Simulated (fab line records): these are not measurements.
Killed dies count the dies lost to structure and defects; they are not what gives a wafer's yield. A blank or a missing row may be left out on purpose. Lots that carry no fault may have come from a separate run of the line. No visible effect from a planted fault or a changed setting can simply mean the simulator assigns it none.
Matching of chambers -- flow nand-harc -- 4 sister chambers for NHARC_P_GATE_DESCUM_93 on rie-diel-02
The step chemistry O2, time 3 s. 27 wafers are shown with their chamber, then 12 later ones without.

WAFERS WITH THEIR CHAMBER
wafer,chamber,drypump-motor-current-A (A),showerhead-plenum-p-Torr (Torr),oes-product-au (a.u.)
L075.1,3,5.0,1.92,0.989
L075.4,1,6.0,1.99,1.005
L075.6,0,5.6,1.99,1.009
L078.1,3,5.0,1.92,0.996
L078.2,0,5.6,1.99,1.015
L078.6,0,5.6,1.99,1.027
L080.1,3,5.0,1.92,1.012
L080.2,0,5.7,1.98,1.014
L080.4,0,5.6,1.98,1.007
L083.1,2,6.3,1.92,0.981
L083.2,0,5.6,1.98,1.012
L083.4,2,6.3,1.92,0.989
L085.1,2,6.3,1.92,0.998
L085.2,3,5.0,1.91,1.008
L085.5,2,6.3,1.92,1.000
L086.1,3,4.9,1.91,0.998
L086.2,0,5.6,1.98,1.010
L086.5,2,6.3,1.92,0.993
L087.2,2,6.3,1.92,1.003
L087.5,3,5.0,1.91,0.997
L087.6,2,6.3,1.92,1.003
L088.3,0,5.7,1.98,1.004
L088.5,0,5.7,1.98,1.018
L088.6,2,6.4,1.92,1.011
L089.2,1,6.0,1.99,1.001
L089.4,3,4.9,1.91,0.989
L089.5,3,5.0,1.91,0.991

SIGNATURES (averages over the wafers above)
reading,chamber 0,chamber 1,chamber 2,chamber 3,scatter within a chamber
drypump-motor-current-A,5.633,6.000,6.312,4.975,0.0436
showerhead-plenum-p-Torr,1.9833,1.9900,1.9200,1.9137,0.0041
oes-product-au,1.01289,1.00300,0.99725,0.99750,0.00808
Rule: for a wafer and a chamber, the distance is found by dividing, reading by reading, the gap between the wafer's reading and the chamber's mean by the reading's scatter, squaring, summing and taking the root. If the next closest chamber is less than 2 further off than the closest, the wafer can't be placed; otherwise it belongs to the closest. The scatter: the root of (the sum of the squares of (reading less its chamber's mean) over the shown wafers, divided by (wafers less chambers)).

WAFERS WHOSE CHAMBER IS MISSING
wafer,drypump-motor-current-A (A),showerhead-plenum-p-Torr (Torr),oes-product-au (a.u.)
L090.2,5.0,1.91,0.988
L090.5,6.0,1.99,1.004
L090.6,6.4,1.92,1.010
L092.1,5.6,1.98,1.002
L092.4,6.3,1.92,1.006
L092.6,6.0,1.99,0.998
L093.4,5.6,1.98,0.989
L093.5,4.9,1.91,0.981
L093.6,6.3,1.92,0.999
L094.1,5.7,1.98,1.003
L094.3,5.0,1.91,0.993
L094.6,6.3,1.92,1.013

EACH ONE'S CHAMBER
wafer,from the rows above,in truth
L090.2,3,3
L090.5,1,1
L090.6,2,2
L092.1,0,0
L092.4,2,2
L092.6,1,1
L093.4,0,0
L093.5,3,3
L093.6,2,2
L094.1,0,0
L094.3,3,3
L094.6,2,2
Correctly placed: 12 of 12. Left unplaced by these rows: 0. Wrongly placed: 0.
